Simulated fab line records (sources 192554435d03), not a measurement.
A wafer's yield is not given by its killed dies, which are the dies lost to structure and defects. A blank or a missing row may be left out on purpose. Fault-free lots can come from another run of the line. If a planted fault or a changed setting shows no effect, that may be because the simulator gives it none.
fab line records	flow n5Finfet	part 1 of 2: steps 1 to 26 of 34
record: lots: 5	wafers: 15	lastDay: 18
route steps=1938 shown BEOL_M7@1316 BEOL_M8@1332
lots untouched by any fault: they come from a run of this same line in which no faults occurred
startH: start of the lot's first displayed wafer, in hours after the record's first day	waitH: hours since the lot's step before	" identical to the entry in the row above	L1.1+2: a row that stands for several wafers	- no value present, or no start provided	* or withheld: withheld	< > ~ a bound
route shown NAME@n: names a module that has steps shown in the file, with the first one's number in the route	usual: mean/standard deviation of fault-free wafers	same: alike in all rows	chamber/n: place in a boat	sites: each site's reading	_std_site: standard deviation across them	_edge_site: inner sites' mean taken away from outer sites' mean	radiusMm: for every site, how far away it sits from the centre of the wafer	mask NAME#n: copy n	behind: tool/chamber where the wafer was last shaped	hold: why the lot went on hold/how many hours it stayed there/how the hold came to an end	device: whichever transistor did not switch (one of n, p or np)	end of line: the same wafers' tests at the end of the route	a step given without rows: its recipe and nothing more	killed: the dies lost at the first sort to structure and to defects; this is not the yield of the wafer	map: shows each die of a wafer: x if killed, . if not, _ if none is there
set.NAME: the setting as run; set.NAME@STEP: as run at that earlier step	model.NAME: the simulator's own value behind a step, which no gauge read
certain route steps with their lots: each step a table, each wafer a row
services: from which hour (startH, from the record's first day; less than 0 if before it) a tool's chamber was out of use, for how many hours, and why
== steps ==
step: N5_BEOL_M7_CD_MEAS_35
recipe: targetCdNm: 40	polarity: opening
usual: cdNm: 40.1/0.46
lot.wafer	tool	chamber	startH	waitH	cdNm
L077.2	cdSem-01	-	255.10	0.0	39.8
L077.3	"	-	"	"	40.2
L077.6	"	-	"	"	40.1
L082.2	cdSem-01	-	290.23	0.0	40.0
L082.3	"	-	"	"	40.4
L082.4	"	-	"	"	40.3
L089.1	cdSem-01	-	308.04	0.0	40.6
L089.2	"	-	"	"	40.0
L089.5	"	-	"	"	39.8
L094.1	cdSem-03	-	344.29	0.0	40.2
L094.3	"	-	"	"	40.0
L094.6	"	-	"	"	40.3
L096.1	cdSem-02	-	370.11	0.0	39.7
L096.3	"	-	"	"	39.2
L096.5	"	-	"	"	39.9
step: N5_BEOL_M7_CURE_75
recipe: tempC: 370	timeS: 120	ambient: DMADMS/He	material: SiCOH_lowk
usual: lampPowerPct: 52.31/0.052	wafer_temp_C_max: 371.6/0.46
same: timeS: 120
lot.wafer	tool	chamber	startH	waitH	lampPowerPct	wafer_temp_C_max
L077.2	uvCure-01	2	255.19	0.1	52.21	372.1
L077.3	"	2	"	"	52.27	371.9
L077.6	"	2	"	"	52.30	371.9
L082.2	uvCure-02	1	290.38	0.1	52.30	371.7
L082.3	"	1	"	"	52.45	371.8
L082.4	"	1	"	"	52.28	371.3
L089.1	uvCure-01	0	308.25	0.2	52.31	370.9
L089.2	"	0	"	"	52.31	371.5
L089.5	"	0	"	"	52.39	370.9
L094.1	uvCure-01	2	344.33	0.0	52.22	372.4
L094.3	"	2	"	"	52.29	372.7
L094.6	"	2	"	"	52.34	371.9
L096.1	uvCure-01	0	370.15	0.0	52.23	371.1
L096.3	"	0	"	"	52.32	371.3
L096.5	"	0	"	"	52.35	371.5
step: N5_BEOL_M7_DEGAS_44
recipe: ambient: vacuum	tempC: 250	timeS: 60
usual: heaterPowerW: 335/19
same: timeS: 60
lot.wafer	tool	chamber	startH	waitH	heaterPowerW
L077.2	pvdSputter-01	-	255.71	0.5	299
L077.3	"	-	"	"	338
L077.6	"	-	"	"	340
L082.2	pvdSputter-02	-	290.93	0.5	356
L082.3	"	-	"	"	323
L082.4	"	-	"	"	356
L089.1	pvdSputter-02	-	308.84	0.5	349
L089.2	"	-	"	"	355
L089.5	"	-	"	"	324
L094.1	pvdSputter-02	-	345.10	0.7	355
L094.3	"	-	"	"	315
L094.6	"	-	"	"	352
L096.1	pvdSputter-01	-	370.66	0.5	341
L096.3	"	-	"	"	338
L096.5	"	-	"	"	331
step: N5_BEOL_M7_PRE_CLEAN_45
recipe: gas: H2/He	timeS: 30	tempC: 250
usual: heaterPowerW: 335/20
same: timeS: 30
lot.wafer	tool	chamber	startH	waitH	heaterPowerW
L077.2	pvdSputter-01	-	255.75	0.0	295
L077.3	"	-	"	"	338
L077.6	"	-	"	"	342
L082.2	pvdSputter-02	-	290.97	0.0	363
L082.3	"	-	"	"	311
L082.4	"	-	"	"	354
L089.1	pvdSputter-02	-	308.88	0.0	346
L089.2	"	-	"	"	350
L089.5	"	-	"	"	318
L094.1	pvdSputter-02	-	345.14	0.0	352
L094.3	"	-	"	"	329
L094.6	"	-	"	"	346
L096.1	pvdSputter-01	-	370.70	0.0	340
L096.3	"	-	"	"	331
L096.5	"	-	"	"	334
step: N5_BEOL_M7_ALD_77
recipe: material: TaN	targetThkA: 20	tempC: 275	aldPrecursorFamily: PDMAT	aldCoReactant: NH3	pressureTorr: 3	carrierFlowSccm: 1500	pulseTimeS: 2	purgeTimeS: 3	coReactantPurgeTimeS: 2	coReactantPulseTimeS: 3	aldCycles: 40	precursorVesselTempC: 75	precursorVesselPressureTorr: 26.25	precursorVesselCarrierSccm: 1000
usual: heaterPowerW: 404/37	precursorVesselCarrierSccm: 999.9/2.9
lot.wafer	tool	chamber	startH	waitH	heaterPowerW	precursorVesselCarrierSccm
L077.2	aldMetal-04	1	255.81	0.0	416	998.7
L077.3	"	0	"	"	365	1003.4
L077.6	"	2	"	"	377	1002.3
L082.2	aldMetal-01	3	291.14	0.1	389	1002.4
L082.3	"	2	"	"	473	1003.2
L082.4	"	0	"	"	394	995.8
L089.1	aldMetal-04	1	308.94	0.0	409	994.2
L089.2	"	0	"	"	377	1001.9
L089.5	"	3	"	"	453	1001.4
L094.1	aldMetal-04	0	345.26	0.1	363	1005.7
L094.3	"	1	"	"	422	1003.3
L094.6	"	1	"	"	417	1000.5
L096.1	aldMetal-04	1	370.78	0.1	414	1002.7
L096.3	"	2	"	"	367	995.7
L096.5	"	2	"	"	362	993.6
step: N5_BEOL_M7_SURFACE_TREAT_79
recipe: gas: Ar	timeS: *	ionEnergyEv: *	ionCurrentMaCm2: 0.5	pressureMtorr: *	arFlowSccm: 30
usual: throttleValvePct: *
same: timeS: *
lot.wafer	tool	chamber	startH	waitH	throttleValvePct
L077.2	pvdSputter-01	-	256.15	0.2	*
L077.3	"	-	"	"	*
L077.6	"	-	"	"	*
L082.2	pvdSputter-01	-	291.44	0.2	*
L082.3	"	-	"	"	*
L082.4	"	-	"	"	*
L089.1	pvdSputter-02	-	309.30	0.2	*
L089.2	"	-	"	"	*
L089.5	"	-	"	"	*
L094.1	pvdSputter-03	-	346.18	0.8	*
L094.3	"	-	"	"	*
L094.6	"	-	"	"	*
L096.1	pvdSputter-01	-	371.06	0.2	*
L096.3	"	-	"	"	*
L096.5	"	-	"	"	*
step: N5_BEOL_M7_CVD_78
recipe: material: Co	targetThkA: 20	tempC: withheld	precursor: CCTBA/H2	pressureTorr: 30	timeS: 142.3
same: timeS: 142.3
lot.wafer	tool	chamber	startH	waitH
L077.2+3+6	cvdCo-02	2,1,1	256.21	0.0
L082.2+3+4	cvdCo-02	2,1,2	291.70	0.2
L089.1+2+5	cvdCo-02	0,1,0	309.59	0.3
L094.1+3+6	cvdCo-02	2,0,2	346.26	0.1
L096.1+3+5	cvdCo-01	1,0,1	371.14	0.1
step: N5_BEOL_M7_SPUTTER_48
recipe: material: Cu	targetThkA: 100	tempC: -20	biasV: 60	powerW: 26000	chamberPressurePa: 0.13	timeS: 1.667
usual: chuckGasFlowSccm: 1.26/0.048	throttleValvePct: 30.6/0.65
same: timeS: 1.667
lot.wafer	tool	chamber	startH	waitH	chuckGasFlowSccm	throttleValvePct
L077.2	pvdSputter-02	-	256.40	0.1	1.32	30.0
L077.3	"	-	"	"	1.24	30.2
L077.6	"	-	"	"	1.14	30.5
L082.2	pvdSputter-02	-	291.85	0.1	1.30	31.1
L082.3	"	-	"	"	1.25	30.2
L082.4	"	-	"	"	1.22	30.1
L089.1	pvdSputter-02	-	309.94	0.3	1.27	30.3
L089.2	"	-	"	"	1.30	30.1
L089.5	"	-	"	"	1.26	29.8
L094.1	pvdSputter-02	-	347.18	0.9	1.29	30.5
L094.3	"	-	"	"	1.25	30.1
L094.6	"	-	"	"	1.26	30.2
L096.1	pvdSputter-01	-	371.33	0.1	1.27	31.4
L096.3	"	-	"	"	1.29	30.0
L096.5	"	-	"	"	1.33	31.4
step: N5_BEOL_M7_ECD_50
recipe: material: Cu	targetThkA: 3000
lot.wafer	tool	chamber	startH	waitH
L077.2+3+6	ecdCu-01	1,0,0	256.52	0.1
L082.2+3+4	ecdCu-02	1,0,1	291.97	0.1
L089.1+2+5	ecdCu-01	1,0,0	310.06	0.1
L094.1+3+6	ecdCu-01	0,0,1	347.29	0.1
L096.1+3+5	ecdCu-01	0,1,0	371.45	0.1
step: N5_BEOL_M7_ANNEAL_51
recipe: tempC: 225	timeS: 90	ambient: N2
usual: wafer_temp_C_max: 225.69/0.21
same: timeS: 90
lot.wafer	tool	chamber	startH	waitH	wafer_temp_C_max
L077.2	rtpAnneal-01	0	257.31	0.8	225.56
L077.3	"	0	"	"	225.66
L077.6	"	0	"	"	225.61
L082.2	rtpAnneal-02	0	292.42	0.4	225.74
L082.3	"	0	"	"	225.44
L082.4	"	0	"	"	225.78
L089.1	rtpAnneal-01	0	310.15	0.1	225.60
L089.2	"	0	"	"	225.59
L089.5	"	0	"	"	226.11
L094.1	rtpAnneal-02	0	347.59	0.3	225.96
L094.3	"	0	"	"	225.76
L094.6	"	0	"	"	225.85
L096.1	rtpAnneal-02	0	371.54	0.1	225.46
L096.3	"	0	"	"	225.77
L096.5	"	0	"	"	225.55
step: N5_BEOL_M7_CMP_52
recipe: stopOn: SiCOH_lowk	tOverpolishS: 6.9	downForcePsi: 1	platenRpm: 50	clearingPlatenDownForcePsi: 1.5	clearingPlatenRpm: 50	postCmpClean: cuAlkaline	targetThkNm: 80	clearingPlatenPadVelocityMS: 0.99484	padVelocityMS: 0.99484
usual: barrierFieldEndpointS: 29.6/0.6	clearingPlatenDownForcePsi: 1.5005/0.0029	motorCurrentA: 5.7/0.59	overpolishRunS: 6.899/0.0097	slurryFlowMlMin: 150.0/0.47	timeToEndpointS: 64.6/2.3
lot.wafer	tool	chamber	startH	waitH	barrierFieldEndpointS	clearingPlatenDownForcePsi	motorCurrentA	overpolishRunS	slurryFlowMlMin	timeToEndpointS
L077.2	cmp-01	0	257.58	0.2	29.3	1.4987	5.7	6.899	149.4	63.7
L077.3	"	2	"	"	29.2	1.4939	4.9	6.903	149.9	65.1
L077.6	"	1	"	"	28.8	1.5032	6.1	6.891	149.6	64.8
L082.3	cmp-04	3	292.71	0.2	29.8	1.5031	6.2	6.905	150.0	66.5
L082.4	"	0	"	"	31.1	1.4959	4.8	6.903	150.4	68.5
L082.2	"	1	"	"	30.4	1.4990	6.9	6.916	149.3	67.4
L089.1	cmp-01	2	310.48	0.3	29.7	1.5027	5.0	6.917	150.8	67.5
L089.2	"	3	"	"	29.1	1.4958	5.4	6.902	149.9	65.3
L089.5	"	2	"	"	29.8	1.5002	5.0	6.903	150.0	63.5
L094.1	cmp-02	0	347.88	0.3	28.7	1.4999	5.4	6.891	149.8	65.3
L094.3	"	3	"	"	29.5	1.4994	6.4	6.898	150.3	65.1
L094.6	"	1	"	"	28.2	1.5024	7.3	6.905	149.8	59.8
L096.3	cmp-01	1	371.84	0.2	30.1	1.4965	5.8	6.916	150.5	64.7
L096.1	"	3	"	"	30.5	1.5012	5.4	6.896	150.3	66.8
L096.5	"	2	"	"	30.4	1.5039	5.4	6.892	150.1	69.7
step: N5_BEOL_M7_THK_MEAS_53
recipe: thkMeasGauge: xrf	reads: Cu_of_BEOL_M7_ECD_50
usual: M7_THK: 81.4/2
lot.wafer	tool	chamber	startH	waitH	M7_THK[nm]
L077.2	filmMetro-01	-	257.87	-	85.4
L077.3	"	-	"	"	84.6
L077.6	"	-	"	"	86.0
L082.2	filmMetro-01	-	292.97	-	80.3
L082.3	"	-	"	"	84.3
L082.4	"	-	"	"	81.4
L089.1	filmMetro-01	-	310.74	-	82.0
L089.2	"	-	"	"	81.1
L089.5	"	-	"	"	81.8
L094.1	filmMetro-01	-	348.18	-	82.2
L094.3	"	-	"	"	82.8
L094.6	"	-	"	"	82.4
L096.1	filmMetro-01	-	372.14	-	84.0
L096.3	"	-	"	"	83.5
L096.5	"	-	"	"	83.5
step: N5_BEOL_M7_PRE_CLEAN_55
recipe: gas: NH3	timeS: 15	tempC: withheld	rfPowerW: 300
same: timeS: 15
lot.wafer	tool	chamber	startH	waitH
L077.2+3+6	pecvd-01	1,2,2	257.91	0.0
L082.2+3+4	pecvd-02	1,0,1	293.00	0.0
L089.1+2+5	pecvd-03	1,2,1	310.78	0.0
L094.1+3+6	pecvd-02	0,1,1	348.22	0.0
L096.1+3+5	pecvd-03	2,2,1	372.17	0.0
step: N5_BEOL_M7_DEP_56
recipe: material: SiCN	targetThkA: 100	tempC: withheld	precursor: 3MS/NH3	pressureTorr: 3	rfW: 202	timeS: 17.5
usual: showerheadPlenumPTorr: 3.660/0.011	throttleValvePct: 9.1/0.47
same: timeS: 17.5
lot.wafer	tool	chamber	startH	waitH	showerheadPlenumPTorr	throttleValvePct
L077.2	pecvd-01	1	257.93	0.0	3.655	10.2
L077.3	"	2	"	"	3.684	8.4
L077.6	"	2	"	"	3.684	8.5
L082.2	pecvd-02	1	293.03	0.0	3.661	8.9
L082.3	"	0	"	"	3.680	9.0
L082.4	"	1	"	"	3.664	8.8
L089.1	pecvd-03	1	310.80	0.0	3.642	8.9
L089.2	"	2	"	"	3.641	8.8
L089.5	"	1	"	"	3.651	8.7
L094.1	pecvd-02	0	348.24	0.0	3.672	8.9
L094.3	"	1	"	"	3.666	8.7
L094.6	"	1	"	"	3.659	9.0
L096.1	pecvd-03	2	372.21	0.0	3.643	9.1
L096.3	"	2	"	"	3.636	9.0
L096.5	"	1	"	"	3.654	8.9
step: N5_BEOL_M7_RS_MEAS_57
recipe: thkMeasGauge: four-point-probe	reads: Cu_of_BEOL_M7_ECD_50+Co_of_BEOL_M7_CVD_78+TaN_of_BEOL_M7_ALD_77
usual: M7_RS: 0.284/0.0078
lot.wafer	tool	chamber	startH	waitH	M7_RS[ohm/sq]
L077.2	filmMetro-01	-	258.00	0.1	0.272
L077.3	"	-	"	"	0.273
L077.6	"	-	"	"	0.267
L082.2	filmMetro-02	-	293.10	0.1	0.290
L082.3	"	-	"	"	0.275
L082.4	"	-	"	"	0.285
L089.1	filmMetro-02	-	310.87	0.1	0.282
L089.2	"	-	"	"	0.287
L089.5	"	-	"	"	0.282
L094.1	filmMetro-01	-	348.31	0.1	0.283
L094.3	"	-	"	"	0.282
L094.6	"	-	"	"	0.283
L096.1	filmMetro-01	-	372.30	0.1	0.276
L096.3	"	-	"	"	0.278
L096.5	"	-	"	"	0.278
step: N5_BEOL_M7_INSPECT_58
recipe: inspectInstrument: darkfield	mode: postDep
usual: rawDefectCount: 70/22
lot.wafer	tool	chamber	startH	waitH	rawDefectCount
L077.2	defectInspect-01	-	258.03	0.0	98
L077.3	"	-	"	"	96
L077.6	"	-	"	"	70
L082.2	defectInspect-02	-	293.12	0.0	28
L082.3	"	-	"	"	65
L082.4	"	-	"	"	93
L089.1	defectInspect-02	-	310.90	0.0	62
L089.2	"	-	"	"	77
L089.5	"	-	"	"	50
L094.1	defectInspect-02	-	348.34	0.0	48
L094.3	"	-	"	"	113
L094.6	"	-	"	"	69
L096.1	defectInspect-01	-	372.32	0.0	52
L096.3	"	-	"	"	60
L096.5	"	-	"	"	50
step: N5_BEOL_M8_ILD_DEP_00
recipe: material: SiCOH_lowk	targetThkA: 1797.5	tempC: 300	precursor: DEMS/porogen	pressureTorr: 5	rfW: 500	timeS: 33.4
usual: heaterPowerW: 300/34	showerheadPlenumPTorr: 5.739/0.012	throttleValvePct: 14.0/0.77
same: timeS: 33.4
lot.wafer	tool	chamber	startH	waitH	heaterPowerW	showerheadPlenumPTorr	throttleValvePct
L077.2	pecvd-04	1	258.07	0.0	305	5.727	12.9
L077.3	"	0	"	"	317	5.760	14.5
L077.6	"	2	"	"	342	5.731	14.5
L082.2	pecvd-04	2	293.16	0.0	312	5.737	14.2
L082.3	"	2	"	"	318	5.727	14.6
L082.4	"	1	"	"	257	5.748	13.1
L089.1	pecvd-02	0	310.94	0.0	355	5.743	13.6
L089.2	"	2	"	"	261	5.735	14.0
L089.5	"	0	"	"	364	5.767	13.6
L094.1	pecvd-04	0	348.37	0.0	282	5.756	14.0
L094.3	"	1	"	"	271	5.743	13.0
L094.6	"	2	"	"	346	5.726	14.5
L096.1	pecvd-01	2	372.36	0.0	263	5.759	13.2
L096.3	"	2	"	"	269	5.763	13.2
L096.5	"	0	"	"	294	5.726	14.0
step: N5_BEOL_M8_CURE_74
recipe: tempC: 385	timeS: 240	ambient: He/Ar	material: SiCOH_lowk
usual: lampPowerPct: 52.32/0.053	wafer_temp_C_max: 386.5/0.44
same: timeS: 240
lot.wafer	tool	chamber	startH	waitH	lampPowerPct	wafer_temp_C_max
L077.2	uvCure-01	2	258.21	0.1	52.36	387.4
L077.3	"	2	"	"	52.35	386.8
L077.6	"	2	"	"	52.35	388.0
L082.2	uvCure-03	2	293.33	0.1	52.27	386.8
L082.3	"	2	"	"	52.31	386.4
L082.4	"	2	"	"	52.31	386.6
L089.1	uvCure-03	0	311.02	0.1	52.36	386.0
L089.2	"	0	"	"	52.29	385.9
L089.5	"	0	"	"	52.39	386.0
L094.1	uvCure-02	2	348.44	0.0	52.31	387.3
L094.3	"	2	"	"	52.33	386.5
L094.6	"	2	"	"	52.30	386.5
L096.1	uvCure-03	1	372.45	0.1	52.27	386.5
L096.3	"	1	"	"	52.35	386.7
L096.5	"	1	"	"	52.29	386.5
step: N5_BEOL_M8_THK_MEAS_01
recipe: reads: SiCOH_lowk_of_BEOL_M8_ILD_DEP_00
usual: M8_ILD_THK: 153.9/2
lot.wafer	tool	chamber	startH	waitH	M8_ILD_THK[nm]
L077.2	filmMetro-01	-	258.64	0.4	151.1
L077.3	"	-	"	"	153.6
L077.6	"	-	"	"	156.5
L082.2	filmMetro-01	-	293.76	0.4	152.8
L082.3	"	-	"	"	153.9
L082.4	"	-	"	"	153.1
L089.1	filmMetro-02	-	311.53	0.4	153.0
L089.2	"	-	"	"	153.4
L089.5	"	-	"	"	155.0
L094.1	filmMetro-01	-	348.95	0.4	155.4
L094.3	"	-	"	"	154.4
L094.6	"	-	"	"	157.3
L096.1	filmMetro-01	-	372.96	0.4	153.0
L096.3	"	-	"	"	156.3
L096.5	"	-	"	"	156.3
step: N5_BEOL_M8_PECVD_70
recipe: material: SiO2	targetThkA: 200	tempC: 400	precursor: TEOS/O2	pressureTorr: 5.5	rfW: 450	teosFlowSccm: 53.8	gas: O2	flowSccm: 3000	timeS: 22.7
usual: heaterPowerW: 691/61	showerheadPlenumPTorr: 8.78/0.044	throttleValvePct: 22.6/1.3
same: timeS: 22.7
lot.wafer	tool	chamber	startH	waitH	heaterPowerW	showerheadPlenumPTorr	throttleValvePct
L077.2	pecvd-02	1	258.68	0.0	657	8.78	21.7
L077.3	"	0	"	"	763	8.85	22.0
L077.6	"	1	"	"	659	8.79	21.9
L082.2	pecvd-02	1	293.80	0.0	652	8.76	21.6
L082.3	"	2	"	"	694	8.74	22.6
L082.4	"	1	"	"	658	8.77	21.8
L089.1	pecvd-04	2	311.57	0.0	746	8.74	23.2
L089.2	"	0	"	"	718	8.84	22.9
L089.5	"	1	"	"	719	8.77	21.1
L094.1	pecvd-01	2	348.99	0.0	701	8.86	21.1
L094.3	"	1	"	"	754	8.74	25.7
L094.6	"	2	"	"	692	8.83	21.4
L096.1	pecvd-02	1	373.00	0.0	608	8.74	21.7
L096.3	"	0	"	"	786	8.85	22.3
L096.5	"	0	"	"	803	8.82	21.7
step: N5_BEOL_M8_HM_DEP_02
recipe: material: TiN	targetThkA: 200	tempC: 25	chamberPressurePa: 0.49996
usual: throttleValvePct: 30.7/0.68
lot.wafer	tool	chamber	startH	waitH	throttleValvePct
L077.2	pvdSputter-01	-	259.49	0.8	30.3
L077.3	"	-	"	"	31.6
L077.6	"	-	"	"	30.8
L082.2	pvdSputter-01	-	294.83	1.0	30.9
L082.3	"	-	"	"	31.6
L082.4	"	-	"	"	30.3
L089.1	pvdSputter-02	-	311.76	0.2	31.3
L089.2	"	-	"	"	30.0
L089.5	"	-	"	"	30.0
L094.1	pvdSputter-01	-	351.36	2.4	30.7
L094.3	"	-	"	"	30.1
L094.6	"	-	"	"	31.5
L096.1	pvdSputter-03	-	373.40	0.4	30.1
L096.3	"	-	"	"	30.7
L096.5	"	-	"	"	30.6
step: N5_BEOL_M8_COAT_59
recipe: resist: SOC	tempC: 250	timeS: 60	spinRpm: 1500	resistThkNm: 100
same: timeS: 60
lot.wafer	tool	chamber	startH	waitH
L077.2+3+6	lithoTrack-05	0	259.61	0.1
L082.2+3+4	lithoTrack-05	0	294.96	0.1
L089.1+2+5	lithoTrack-05	0	311.88	0.1
L094.1+3+6	lithoTrack-01	0	351.50	0.1
L096.1+3+5	lithoTrack-05	0	373.53	0.1
step: N5_BEOL_M8_COAT_60
recipe: resist: SiARC	tempC: 220	timeS: 60	spinRpm: 1500	resistThkNm: 35
same: timeS: 60
lot.wafer	tool	chamber	startH	waitH
L077.2+3+6	lithoTrack-05	0	-	-
L082.2+3+4	lithoTrack-05	0	-	-
L089.1+2+5	lithoTrack-05	0	-	-
L094.1+3+6	lithoTrack-01	0	-	-
L096.1+3+5	lithoTrack-05	0	-	-
step: N5_BEOL_M8_COAT_05
recipe: resist: CAR-ArF	spinRpm: 1500	resistThkNm: 90
lot.wafer	tool	chamber	startH	waitH
L077.2+3+6	lithoTrack-05	0	-	-
L082.2+3+4	lithoTrack-05	0	-	-
L089.1+2+5	lithoTrack-05	0	-	-
L094.1+3+6	lithoTrack-01	0	-	-
L096.1+3+5	lithoTrack-05	0	-	-
step: N5_BEOL_M8_EBR_07
recipe: solvent: PGMEA	ebrWidthMm: 1.5
lot.wafer	tool	chamber	startH	waitH
L077.2+3+6	lithoTrack-05	0	-	-
L082.2+3+4	lithoTrack-05	0	-	-
L089.1+2+5	lithoTrack-05	0	-	-
L094.1+3+6	lithoTrack-01	0	-	-
L096.1+3+5	lithoTrack-05	0	-	-
step: N5_BEOL_M8_SOFTBAKE_06
recipe: tempC: 110	timeS: 60	resist: CAR-ArF
same: timeS: 60
lot.wafer	tool	chamber	startH	waitH
L077.2+3+6	lithoTrack-05	0	-	-
L082.2+3+4	lithoTrack-05	0	-	-
L089.1+2+5	lithoTrack-05	0	-	-
L094.1+3+6	lithoTrack-01	0	-	-
L096.1+3+5	lithoTrack-05	0	-	-
